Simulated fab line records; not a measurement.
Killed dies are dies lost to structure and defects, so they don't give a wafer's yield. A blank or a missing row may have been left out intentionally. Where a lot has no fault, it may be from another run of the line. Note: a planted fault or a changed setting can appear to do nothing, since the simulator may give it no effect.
Struck lot and sound lot, side by side + flow nand_harc + 14 steps out of a route of 1302
Sound: the wafers L714.4, L714.5, L714.6. Struck: wafers L729.2, L729.3, L729.4. Last of all comes the cause.
At each step with rows: each side's tool, then ch and its chambers, then its first start. Under that, the readings that differ: sound wafers + struck wafers + difference of the means + sigmas: that difference in standard deviations of wafers without a fault.
alike: readings whose means differ by less than 2 such deviations, and words and numbers that are the same on both sides. not compared: withheld readings, readings that some wafer has no value for, bounds like >300 that may hide the same value, and numbers for which the record gives no deviation and whose values overlap.
A row with sigmas, a row that says differs or no value, or rows on one side alone: a step with any of these is where the two part. Non-overlapping numbers with no deviation appear without sigmas and do not part them. A reading that every wafer of one side lacks parts them only if that side has two wafers or more.

NHARC_P_M0_INSPECT_11:
  sound on defect_inspect-01 at day 7 07:47; struck on defect_inspect-02 at day 13 12:34
  alike: raw_defect_count
NHARC_P_M0_DESCUM_14: chemistry O2, time 3 s.
  sound on rie_diel-04 ch 0,1,3, day 7 07:54; struck on rie_diel-05 ch 1,2,3, day 13 12:37
  alike: drypump_motor_current_A, oes_product_au, rf_vpp_V, showerhead_plenum_p_Torr, throttle_valve_pct
  not compared: rf_hours_counter_h
then, 1 step without rows for these wafers: NHARC_P_M0_ETCH_34 (etches the open film in N2/H2, target depth 40 nm, overetch 12 nm, time 43.94 s).
NHARC_P_M0_ETCH_15: etches the open film in C4F8/Ar, target depth 150 nm, overetch 15 nm, time 82.5 s.
  sound: rie_diel-04 ch 0,1; struck: rie_diel-05 ch 0,1,3
| reading               | sound             | struck            | difference | sigmas |
|-----------------------|-------------------|-------------------|------------|--------|
| oes_product_au (a.u.) | 0.926 0.928 0.922 | 0.978 0.966 0.964 | +0.044     | +2     |
  alike: rf_vpp_V
  not compared: rf_hours_counter_h
NHARC_P_M0_CD_MEAS_16:
  sound on cd_sem-02 at day 7 08:20; struck on cd_sem-02 at day 13 12:56
  alike: cd_nm
then, 2 steps without rows for these wafers: NHARC_P_M0_STRIP_18 (strips in N2/H2); NHARC_P_M0_STRIP_19 (strips in post etch residue remover, time 600 s).
NHARC_P_M0_DEGAS_28: time 60 s.
  sound on pvd_sputter-03 at day 7 09:00; struck on pvd_sputter-02 at day 13 13:33
  alike: heater_power_w
then, 2 steps without rows for these wafers: NHARC_P_M0_PRE_CLEAN_29 (time 30 s); NHARC_P_M0_PVD_20 (deposits TaN, target thk 5 nm, time 8.06 s).
NHARC_P_M0_PVD_21: deposits Cu, target thk 30 nm, time 20.49 s.
  sound on pvd_sputter-03; struck on pvd_sputter-02
  alike: substrate_temp_c, throttle_valve_pct
then, 1 step without rows for these wafers: NHARC_P_M0_ECD_22 (material Cu, target thk 400 nm).
NHARC_P_M0_ANNEAL_30: time 90 s.
  struck on rtp_anneal-01, day 13 14:20; sound on rtp_anneal-01 ch 0, day 7 09:53
  no value came back on the struck wafers for anneal_temp_c (C), anneal_temp_c_max, wafer_temp_C_max; on the sound wafers anneal_temp_c (C) reads 225.31 225.07 225.42
NHARC_P_M0_CMP_23: polishes, t overpolish 20 s, target thk 117.54 nm.
  sound on cmp-01 ch 1,2, day 7 10:06; struck on cmp-04 ch 0,2,3, day 13 14:39
  alike: motor_current_A, time_to_endpoint_s

== WHERE THEY PART ==
First at NHARC_P_M0_ETCH_15; last, within this record, at NHARC_P_M0_ANNEAL_30. Later steps at which nothing parts them and some readings are alike: NHARC_P_M0_CMP_23.

WHY: what had been put in by the simulator
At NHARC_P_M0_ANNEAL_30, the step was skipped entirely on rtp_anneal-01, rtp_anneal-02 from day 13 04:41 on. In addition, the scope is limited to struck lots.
